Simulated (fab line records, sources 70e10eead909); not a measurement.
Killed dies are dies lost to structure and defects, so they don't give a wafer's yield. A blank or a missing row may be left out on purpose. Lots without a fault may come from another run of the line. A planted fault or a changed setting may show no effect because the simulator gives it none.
Which tool did it? | flow nand_harc | 12 lots, 36 wafers sampled, at 4 steps of a route of 1302

WHAT THE GAUGES READ, wafer by wafer
The record holds no reading of a measuring or inspecting step that can be judged against a usual standard deviation.

WHICH TOOL RAN EACH LOT (tool, then ch and the chambers of the sampled wafers, then the start)
lot  | NHARC_A_SLIT_DESCUM_14             | NHARC_A_WL_FILL_STRIP_27             | NHARC_A_WL_FILL_ETCHBACK_17       | NHARC_A_CONTACT_DEP_28
L864 | rie_diel-12 ch 0,1, day 20 17:39   | plasma_asher-01 ch 0,1, day 21 08:23 | rie_metal-01 ch 0,1, day 21 18:10 | acl_dep-02 ch 0, day 22 05:47
L861 | rie_diel-06 ch 0,1,2, day 20 18:15 | plasma_asher-02 ch 0, day 21 11:52   | rie_metal-02 ch 0,1, day 21 22:05 | acl_dep-01 ch 0, day 22 06:10
L862 | rie_diel-06 ch 1,2,3, day 20 23:45 | plasma_asher-01 ch 0,1, day 21 17:46 | rie_metal-01 ch 0,1, day 22 03:25 | acl_dep-02 ch 0, day 22 11:10
L863 | rie_diel-12 ch 0,1, day 21 05:30   | plasma_asher-01 ch 0,1, day 22 00:13 | rie_metal-01 ch 0,1, day 22 10:25 | acl_dep-02 ch 0, day 22 18:11
L865 | rie_diel-05 ch 1,2,3, day 21 20:17 | plasma_asher-02 ch 0,1, day 22 10:50 | rie_metal-01 ch 0,1, day 22 22:07 | acl_dep-01 ch 0, day 23 06:27
L867 | rie_diel-06 ch 1,2, day 22 04:30   | plasma_asher-02 ch 0,1, day 22 21:51 | rie_metal-03 ch 0,1, day 23 10:21 | acl_dep-03 ch 0, day 23 20:29
L876 | rie_diel-12 ch 1,2,3, day 25 22:14 | plasma_asher-01 ch 0,1, day 26 12:52 | rie_metal-01 ch 0,1, day 26 23:49 | acl_dep-03 ch 0, day 27 07:55
L877 | rie_diel-06 ch 0,2, day 27 04:35   | plasma_asher-02 ch 0,1, day 27 22:11 | rie_metal-01 ch 0,1, day 28 09:26 | acl_dep-01 ch 0, day 28 17:56
L879 | rie_diel-12 ch 1,2,3, day 27 18:00 | plasma_asher-02 ch 0,1, day 28 08:43 | rie_metal-01 ch 0,1, day 28 18:27 | acl_dep-02 ch 0, day 29 02:34
L880 | rie_diel-12 ch 0,1,3, day 27 22:25 | plasma_asher-02 ch 0,1, day 28 13:19 | rie_metal-02 ch 0,1, day 28 23:08 | acl_dep-02 ch 0, day 29 08:38
L884 | rie_diel-05 ch 1,2, day 29 06:32   | plasma_asher-01 ch 0,1, day 29 21:08 | rie_metal-01 ch 0,1, day 30 07:22 | acl_dep-03 ch 0, day 30 17:44
L883 | rie_diel-06 ch 0,1,3, day 29 17:25 | plasma_asher-01 ch 0,1, day 30 11:06 | rie_metal-02 ch 0,1, day 30 20:58 | acl_dep-03 ch 0, day 31 05:13
- NHARC_A_SLIT_DESCUM_14: chemistry O2, time 3 s.
- NHARC_A_WL_FILL_STRIP_27: strips in N2/H2, time 20 s.
- NHARC_A_WL_FILL_ETCHBACK_17: etches the open film in Cl2/BCl3, target depth 4 nm, time 26.7 s.
- NHARC_A_CONTACT_DEP_28: deposits aC, target thk 7000 nm.

WHAT THE TOOLS THEMSELVES READ (means of the sampled wafers that have a number; where no wafer has one, the mark that the record gives instead)
NHARC_A_SLIT_DESCUM_14. Usual: drypump_motor_current_A 5.7 A, standard deviation 0.37; oes_product_au 1.002 a.u., standard deviation 0.0095; rf_vpp_V 57.8 V, standard deviation 0.86; showerhead_plenum_p_Torr 1.93 Torr, standard deviation 0.086; throttle_valve_pct 11.312 %, standard deviation 0.0092.
lot  | tool        | drypump_motor_current_A (A) | oes_product_au (a.u.) | rf_vpp_V (V) | showerhead_plenum_p_Torr (Torr) | throttle_valve_pct (%) | flag
L864 | rie_diel-12 | 5.8                         | 1.005                 | 57.4         | 1.98                            | 11.315                 |
L861 | rie_diel-06 | 5.4                         | 1.006                 | 58.3         | 1.88                            | 11.314                 |
L862 | rie_diel-06 | 5.4                         | 1.009                 | 58.4         | 1.90                            | 11.304                 |
L863 | rie_diel-12 | 5.9                         | 1.007                 | 58.1         | 2.01                            | 11.314                 |
L865 | rie_diel-05 | 6.0                         | 1.007                 | 57.9         | 1.94                            | 11.308                 |
L867 | rie_diel-06 | 5.2                         | 1.000                 | 57.6         | 1.87                            | 11.310                 |
L876 | rie_diel-12 | 6.1                         | 1.002                 | 57.9         | 1.92                            | 11.311                 |
L877 | rie_diel-06 | 5.5                         | 0.999                 | 57.6         | 1.89                            | 11.318                 |
L879 | rie_diel-12 | 6.1                         | 0.997                 | 57.5         | 1.91                            | 11.304                 |
L880 | rie_diel-12 | 6.1                         | 1.004                 | 58.4         | 2.00                            | 11.309                 |
L884 | rie_diel-05 | 5.8                         | 1.007                 | 58.3         | 1.89                            | 11.321                 |
L883 | rie_diel-06 | 5.4                         | 0.991                 | 57.4         | 1.96                            | 11.313                 |

NHARC_A_WL_FILL_STRIP_27. Usual: drypump_motor_current_A 5.80 A, standard deviation 0.24; heater_power_w 320 W, standard deviation 31.
lot  | tool            | drypump_motor_current_A (A) | heater_power_w (W) | flag
L864 | plasma_asher-01 | 6.05                        | 295                |
L861 | plasma_asher-02 | 5.49                        | 333                |
L862 | plasma_asher-01 | 6.00                        | 330                |
L863 | plasma_asher-01 | 6.00                        | 322                |
L865 | plasma_asher-02 | 5.70                        | 333                |
L867 | plasma_asher-02 | 5.70                        | 321                |
L876 | plasma_asher-01 | 6.00                        | 322                |
L877 | plasma_asher-02 | 5.59                        | 320                |
L879 | plasma_asher-02 | 5.59                        | 319                |
L880 | plasma_asher-02 | 5.69                        | 319                |
L884 | plasma_asher-01 | 6.00                        | 320                |
L883 | plasma_asher-01 | 6.05                        | 307                |

NHARC_A_WL_FILL_ETCHBACK_17. Usual: drypump_motor_current_A 5.8 A, standard deviation 0.34; oes_product_au 0.997 a.u., standard deviation 0.011; run_length_s 48.3 s, standard deviation 0.42.
lot  | tool         | drypump_motor_current_A (A) | oes_product_au (a.u.) | run_length_s (s) | flag
L864 | rie_metal-01 | 5.7                         | 0.985                 | 48.6             |
L861 | rie_metal-02 | 5.6                         | 1.000                 | 48.2             |
L862 | rie_metal-01 | 6.0                         | 0.982                 | 48.3             |
L863 | rie_metal-01 | 5.8                         | 0.982                 | 45.6             | OFF
L865 | rie_metal-01 | 6.1                         | 0.994                 | 42.0             | OFF
L867 | rie_metal-03 | 5.9                         | 1.003                 | 48.2             |
L876 | rie_metal-01 | 5.8                         | 1.000                 | 48.5             |
L877 | rie_metal-01 | 6.0                         | 1.001                 | 48.4             |
L879 | rie_metal-01 | 6.0                         | 0.999                 | 48.4             |
L880 | rie_metal-02 | 5.9                         | 0.990                 | 48.3             |
L884 | rie_metal-01 | 5.8                         | 1.002                 | 48.7             |
L883 | rie_metal-02 | 5.9                         | 1.000                 | 48.3             |

NHARC_A_CONTACT_DEP_28. Usual: throttle_valve_pct 34.999 %, standard deviation 0.0093.
lot  | tool       | throttle_valve_pct (%) | flag
L864 | acl_dep-02 | 34.998                 |
L861 | acl_dep-01 | 35.000                 |
L862 | acl_dep-02 | 34.992                 |
L863 | acl_dep-02 | 34.992                 |
L865 | acl_dep-01 | 34.996                 |
L867 | acl_dep-03 | 34.998                 |
L876 | acl_dep-03 | 34.998                 |
L877 | acl_dep-01 | 34.992                 |
L879 | acl_dep-02 | 35.004                 |
L880 | acl_dep-02 | 35.010                 |
L884 | acl_dep-03 | 34.995                 |
L883 | acl_dep-03 | 34.996                 |

THE ANSWER, worked out from the rows above alone
Rule: a lot is off if the mean of its wafers that have a number lies more than 3 standard deviations from the usual mean. A lot without any number at a reading at which 4 lots or more have one is off too. The other lots that the step has rows for count as sound. The gauges are gone through in route order, then the tools' own readings, and for those a lot's mean is taken as printed above. The first step at which some lot is off is used, and at that step the reading that is off furthest; a lot without a number counts as furthest.
Off: L863, L865, at NHARC_A_WL_FILL_ETCHBACK_17 (run_length_s).
A tool fits if, at that step or a process step before it, it ran every lot that is off, and no sound lot after the first of them. None of those tried fits.

WHAT THE SIMULATOR HAD PUT IN
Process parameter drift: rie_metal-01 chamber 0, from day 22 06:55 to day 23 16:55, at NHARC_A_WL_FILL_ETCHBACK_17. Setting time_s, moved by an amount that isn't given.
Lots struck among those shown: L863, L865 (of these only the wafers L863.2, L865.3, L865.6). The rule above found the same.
